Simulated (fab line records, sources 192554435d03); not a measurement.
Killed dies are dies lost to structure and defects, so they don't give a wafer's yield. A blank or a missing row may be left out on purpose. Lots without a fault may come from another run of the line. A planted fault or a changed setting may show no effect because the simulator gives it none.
Which tool did it? | flow n5_finfet | 8 lots, 24 wafers sampled, at 5 steps of a route of 1938

WHAT THE GAUGES READ, wafer by wafer
N5_BEOL_M4_RC_MEAS_101.
lot  | measured     | on        | DIBL_N (mV/V)
L742 | day 9 01:41  | prober-02 | 37.2 34.4 36.1
L744 | day 8 22:56  | prober-02 | 38.7 35.8 34.1
L741 | day 9 21:03  | prober-02 | 37.9 38.6 38.9
L749 | day 10 03:49 | prober-01 | 37.7 37.6 34.5
L758 | day 12 22:01 | prober-01 | 36.6 35.4 39.7
L761 | day 14 01:49 | prober-02 | 35.7 35.8 37.6
L763 | day 14 10:52 | prober-02 | 39.5 40.7 37.4
L764 | day 14 13:47 | prober-02 | 40.8 35.2 37.1

WHICH TOOL RAN EACH LOT (tool, then ch and the chambers of the sampled wafers, then the start)
lot  | N5_BEOL_M3_STRIP_66                | N5_BEOL_M3_ETCH_77                 | N5_BEOL_M3_ETCH_69                 | N5_BEOL_M3_ALD_98
L742 | rie_diel-02 ch 0,1,3, day 8 01:04  | rie_diel-06 ch 0,2, day 8 01:53    | rie_diel-06 ch 0,2, day 8 01:54    | ald_sin-02 ch 0,1, day 8 01:59
L744 | rie_diel-06 ch 1,2, day 8 01:50    | rie_diel-06 ch 2,3, day 8 03:31    | rie_diel-06 ch 2,3, day 8 03:32    | ald_sin-03 ch 1,3, day 8 03:37
L741 | rie_diel-04 ch 1,3, day 8 19:07    | rie_diel-06 ch 0,2,3, day 8 19:49  | rie_diel-06 ch 0,2,3, day 8 19:50  | ald_sin-02 ch 0,2,3, day 8 19:55
L749 | rie_diel-06 ch 0,3, day 9 06:03    | rie_diel-02 ch 0,2,3, day 9 07:10  | rie_diel-02 ch 0,2,3, day 9 07:11  | ald_sin-02 ch 0,2,3, day 9 07:16
L758 | rie_diel-06 ch 1,2, day 12 00:52   | rie_diel-06 ch 0,2,3, day 12 01:43 | rie_diel-06 ch 0,2,3, day 12 01:43 | ald_sin-03 ch 0,1,2, day 12 01:48
L761 | rie_diel-06 ch 1,2, day 12 18:40   | rie_diel-02 ch 1,2, day 12 19:37   | rie_diel-02 ch 1,2, day 12 19:38   | ald_sin-01 ch 0,1, day 12 19:43
L763 | rie_diel-04 ch 1,2,3, day 12 23:08 | rie_diel-04 ch 0,1,2, day 12 23:50 | rie_diel-04 ch 0,1,2, day 12 23:52 | ald_sin-01 ch 0,1,3, day 13 00:03
L764 | rie_diel-06 ch 0,1,3, day 13 02:49 | rie_diel-02 ch 0,2, day 13 03:43   | rie_diel-02 ch 0,2, day 13 03:44   | ald_sin-02 ch 0,2,3, day 13 03:49
- N5_BEOL_M3_STRIP_66: strips in CF4.
- N5_BEOL_M3_ETCH_77: etches underlayer in N2/H2, target depth 6.5 nm, time 5.2 s.
- N5_BEOL_M3_ETCH_69: etches SiARC in CF4, target depth 15.6 nm, time 26 s.
- N5_BEOL_M3_ALD_98: deposits SiO2, target thk 2.5 nm, pulse time 1 s, co reactant pulse time 1 s.

THE ANSWER, worked out from the rows above alone
Rule: what is usual is taken from the lots themselves. Put in order of their means at a reading, lots are off if they are a third of the lots or fewer, leave a main group of 4 or more, and stand apart from it by a gap of 3 or more times the standard deviation of the main group's means; of several such gaps the widest counts. A main group whose means are all the same, to the digits that the tables above print for the reading, isn't used. A lot without any number at a reading at which 4 lots or more have one is off too. The other lots that the step has rows for count as sound.
No lot is off at any reading shown: from this, nothing can be told.

WHAT THE SIMULATOR HAD PUT IN
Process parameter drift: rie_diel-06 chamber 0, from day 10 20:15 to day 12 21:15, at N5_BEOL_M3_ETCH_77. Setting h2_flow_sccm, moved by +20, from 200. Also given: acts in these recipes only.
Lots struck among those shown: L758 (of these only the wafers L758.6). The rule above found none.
